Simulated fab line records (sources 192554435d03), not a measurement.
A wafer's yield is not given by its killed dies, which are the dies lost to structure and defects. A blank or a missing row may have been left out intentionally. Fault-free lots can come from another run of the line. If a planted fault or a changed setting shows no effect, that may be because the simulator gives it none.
Chamber matching | flow n5-finfet | N5_BEOL_M9_ETCH_76 on rie-diel-04: 3 sister chambers
The step etches underlayer in N2/H2, target depth 6.5 nm, time 5.2 s. 3 wafers are shown with their chamber, then 7 later ones without.

## EACH WAFER AND ITS CHAMBER
wafer  | chamber | showerhead-plenum-p-Torr (Torr)
L083.1 | 2       | 2.52
L086.1 | 0       | 2.68
L086.2 | 1       | 2.53

## WAFERS WHOSE CHAMBER IS MISSING
wafer  | showerhead-plenum-p-Torr (Torr)
L086.6 | 2.53
L093.1 | 2.67
L093.3 | 2.53
L093.6 | 2.67
L095.1 | 2.53
L095.2 | 2.67
L095.5 | 2.53

## WHICH CHAMBER EACH WENT THROUGH
wafer  | from the rows above     | in truth
L086.6 | can't be placed: 1 or 2 | 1
L093.1 | 0                       | 0
L093.3 | can't be placed: 1 or 2 | 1
L093.6 | 0                       | 0
L095.1 | can't be placed: 1 or 2 | 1
L095.2 | 0                       | 0
L095.5 | can't be placed: 1 or 2 | 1
Correctly placed: 3 of 7. From these rows, 4 cannot be placed; in 4 the true chamber is one of the candidates. Number placed wrongly: 0.
How it was worked out, from the rows above alone: a wafer's distance from a chamber is the root of the sum, over the readings, of the square of ((its reading less the chamber's mean) divided by the reading's scatter). If the next closest chamber is less than 2 further off than the closest, the wafer can't be placed; otherwise it belongs to the closest. Each chamber's mean is taken over the wafers shown for it. The scatter: root of mean squared gap, hidden wafer to nearest shown wafer, with one shown wafer a chamber.
